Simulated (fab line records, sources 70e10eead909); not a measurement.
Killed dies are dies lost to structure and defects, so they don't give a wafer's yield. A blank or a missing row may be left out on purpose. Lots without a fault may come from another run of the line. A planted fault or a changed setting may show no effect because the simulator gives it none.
Which tool did it? | flow nand_harc | 7 lots, 20 wafers sampled, at 1 step of a route of 1302

WHAT THE GAUGES READ, wafer by wafer
NHARC_A_ZERO_WELL_INSPECT_17.
lot  | measured     | on                | raw_defect_count
L395 | day 7 03:32  | defect_inspect-01 | 13 10 10
L397 | day 8 05:00  | defect_inspect-01 | 6 10 12
L400 | day 9 10:04  | defect_inspect-01 | 9 4 4
L402 | day 10 14:01 | defect_inspect-01 | 11 11 13
L404 | day 11 11:11 | defect_inspect-02 | 7 10 30
L409 | day 12 20:10 | defect_inspect-01 | 8 11 7
L412 | day 14 03:51 | defect_inspect-02 | 9 10

WHICH TOOL RAN EACH LOT (tool, then ch and the chambers of the sampled wafers, then the start)
The record holds no process step before these readings.

THE ANSWER, worked out from the rows above alone
Rule: what is usual is taken from the lots themselves. Put in order of their means at a reading, lots are off if they are a third of the lots or fewer, leave a main group of 4 or more, and stand apart from it by a gap of 3 or more times the standard deviation of the main group's means; of several such gaps the widest counts. A main group whose means are all the same, to the digits that the tables above print for the reading, isn't used. A lot without any number at a reading at which 4 lots or more have one is off too. The other lots that the step has rows for count as sound.
No lot is off at any reading shown: from this, nothing can be told.

WHAT THE SIMULATOR HAD PUT IN
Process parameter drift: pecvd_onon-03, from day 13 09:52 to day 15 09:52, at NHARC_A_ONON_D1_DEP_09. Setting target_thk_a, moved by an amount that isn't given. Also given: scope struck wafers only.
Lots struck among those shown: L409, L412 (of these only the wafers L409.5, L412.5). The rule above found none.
